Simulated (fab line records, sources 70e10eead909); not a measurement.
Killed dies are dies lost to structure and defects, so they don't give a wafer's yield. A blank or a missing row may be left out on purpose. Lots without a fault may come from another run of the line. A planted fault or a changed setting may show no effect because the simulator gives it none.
A struck lot beside a sound one | flow nand_harc | 14 steps out of a route of 1302
Sound: wafers L627.1, L627.2, L627.4. Struck: wafer L631.1. (L631.2, L631.3 of the same lot were not struck and are left out.) The cause comes at the end.
At each step with rows: each side's tool, then ch and its chambers, then its first start. Under that, the readings that differ: sound wafers | struck wafers | difference of the means | sigmas: that difference in standard deviations of wafers without a fault.
alike: readings whose means differ by less than 2 such deviations, and words and numbers that are the same on both sides. not compared: withheld readings, readings that some wafer has no value for, bounds like >300 that may hide the same value, and numbers for which the record gives no deviation and whose values overlap.
The two part at a step that has a row with sigmas, a row that says differs or no value, or rows on one side only. Numbers that don't overlap but have no deviation are shown without sigmas and don't part them. A reading that every wafer of one side lacks parts them only if that side has two wafers or more.

NHARC_P_CONTACT_ETCH_35: etches the open film in CF4, target depth 39 nm, time 65 s.
  sound on rie_diel-04 ch 0,1,2, day 10 09:18; struck on rie_diel-09 ch 0, day 12 09:20
  reading                     | sound                | struck | difference | sigmas
  drypump_motor_current_A (A) | 5.9 5.9 6.6          | 5.0    | -1.1       | -2
  rf_hours_counter_h (h)      | 0.8 1.3 1.2          | 7.1    | +6.0       |
  throttle_valve_pct (%)      | 13.288 13.295 13.305 | 13.275 | -0.021     | -2
  alike: bias_w, oes_product_au, rf_vpp_V, showerhead_plenum_p_Torr
then, 1 step without rows for these wafers: NHARC_P_CONTACT_ETCH_36 (etches the open film in N2/H2, target depth 260 nm, time 406.25 s).
NHARC_P_CONTACT_ETCH_18: etches the open film in C4F8/O2/Ar, target depth 481 nm, time 240.5 s.
  sound on rie_diel-04 ch 0,1,2; struck on rie_diel-09 ch 3
  reading                | sound       | struck | difference | sigmas
  rf_hours_counter_h (h) | 1.6 1.3 1.0 | 7.8    | +6.5       |
  alike: bias_w, oes_product_au, rf_vpp_V
then, 1 step without rows for these wafers: NHARC_P_CONTACT_STRIP_37 (strips in C4F8/O2/Ar).
NHARC_P_CONTACT_ETCH_31: etches the open film in CH3F/O2, target depth 30 nm, time 85.7 s.
  sound on rie_diel-04 ch 0,1,2; struck on rie_diel-09 ch 3
  reading                     | sound                | struck | difference | sigmas
  drypump_motor_current_A (A) | 5.9 6.6 5.9          | 4.9    | -1.2       | -3
  rf_hours_counter_h (h)      | 1.1 1.4 1.7          | 7.9    | +6.5       |
  throttle_valve_pct (%)      | 20.641 20.661 20.661 | 20.681 | +0.027     | +3
  alike: bias_w, ch3f_flow_sccm, oes_product_au, rf_vpp_V, showerhead_plenum_p_Torr
NHARC_P_CONTACT_CD_MEAS_19:
  sound on cd_sem-01, day 10 10:05; struck on cd_sem-02, day 12 10:08
  alike: cd_nm
then, 4 steps without rows for these wafers: NHARC_P_CONTACT_STRIP_28 (strips in O2); NHARC_P_CONTACT_STRIP_29 (strips in post etch residue remover, time 1200 s); NHARC_P_CONTACT_DEGAS_38 (time 60 s); NHARC_P_CONTACT_PRE_CLEAN_39 (time 19.5 s).
NHARC_P_CONTACT_PVD_32: deposits Ti, target thk 5 nm, time 17.7 s.
  sound on pvd_sputter-03; struck on pvd_sputter-01
  alike: throttle_valve_pct
NHARC_P_CONTACT_ALD_22: deposits TiN, target thk 3 nm, pulse time 1 s, ald cycles 150.
  sound on ald_metal-03 ch 0,1,3, day 10 11:02; struck on ald_metal-01 ch 2, day 12 11:05
  reading            | sound          | struck | difference | sigmas
  heater_power_w (W) | 1075 1135 1183 | 931    | -200       | -2
  alike: precursor_pulse_height_rel
NHARC_P_CONTACT_CVD_23: deposits W, target thk 200 nm, time 557 s.
  sound on cvd_w-01 ch 0,1, day 10 11:14; struck on cvd_w-01 ch 0, day 12 11:17
  alike: heater_power_w, throttle_valve_pct
NHARC_P_CONTACT_CMP_24: polishes, t overpolish 30 s, target thk 200 nm.
  sound on cmp-04 ch 0,1,3, day 10 11:53; struck on cmp-04 ch 2, day 12 11:58
  reading                | sound          | struck | difference | sigmas
  time_to_endpoint_s (s) | 40.2 38.9 39.4 | 75.9   | +36.4      | +13
  alike: motor_current_A, overpolish_run_s

WHERE THEY PART
First at NHARC_P_CONTACT_ETCH_35; last, within this record, at NHARC_P_CONTACT_CMP_24.

WHY: what the simulator had put in
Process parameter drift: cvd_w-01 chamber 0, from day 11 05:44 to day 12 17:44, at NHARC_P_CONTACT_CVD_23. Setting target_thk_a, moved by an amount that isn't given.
